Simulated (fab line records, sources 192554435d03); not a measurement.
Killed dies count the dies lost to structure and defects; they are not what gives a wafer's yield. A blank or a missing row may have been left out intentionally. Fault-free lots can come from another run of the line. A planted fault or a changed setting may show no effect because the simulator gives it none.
Chamber matching | flow n5-finfet | rie-diel-04 running N5_BEOL_M4_ETCH_74: 4 sister chambers
The step etches underlayer in N2/H2, target depth 6.5 nm, time 5.2 s. 4 wafers are shown with their chamber, then 11 later ones without.

== WAFERS, EACH WITH ITS CHAMBER ==
wafer  | chamber | showerhead-plenum-p-Torr (Torr)
L087.2 | 0       | 2.55
L089.3 | 3       | 2.41
L088.4 | 2       | 2.58
L091.2 | 1       | 2.61

== WAFERS WITHOUT THEIR CHAMBER ==
wafer  | showerhead-plenum-p-Torr (Torr)
L091.4 | 2.54
L091.6 | 2.61
L093.1 | 2.61
L093.5 | 2.40
L093.6 | 2.57
L095.2 | 2.57
L095.3 | 2.54
L095.4 | 2.40
L097.1 | 2.54
L097.2 | 2.61
L097.3 | 2.57

== WHICH CHAMBER EACH ONE RAN IN ==
wafer  | from the rows above     | in truth
L091.4 | 0                       | 0
L091.6 | 1                       | 1
L093.1 | 1                       | 1
L093.5 | 3                       | 3
L093.6 | can't be placed: 2 or 0 | 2
L095.2 | can't be placed: 2 or 0 | 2
L095.3 | 0                       | 0
L095.4 | 3                       | 3
L097.1 | 0                       | 0
L097.2 | 1                       | 1
L097.3 | can't be placed: 2 or 0 | 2
8 of 11 placed correctly. These rows do not allow placing 3 (true chamber among the candidates in 3). 0 placed wrongly.
How it was worked out, from the rows above alone: a wafer's distance from a chamber is the root of the sum, over the readings, of the square of ((its reading less the chamber's mean) divided by the reading's scatter). The wafer belongs to the nearest chamber; if the next one is less than 2 further off, it can't be placed. For every chamber, the mean is computed from those of its wafers that are shown. The scatter: root of mean squared gap, hidden wafer to nearest shown wafer, with one shown wafer a chamber.
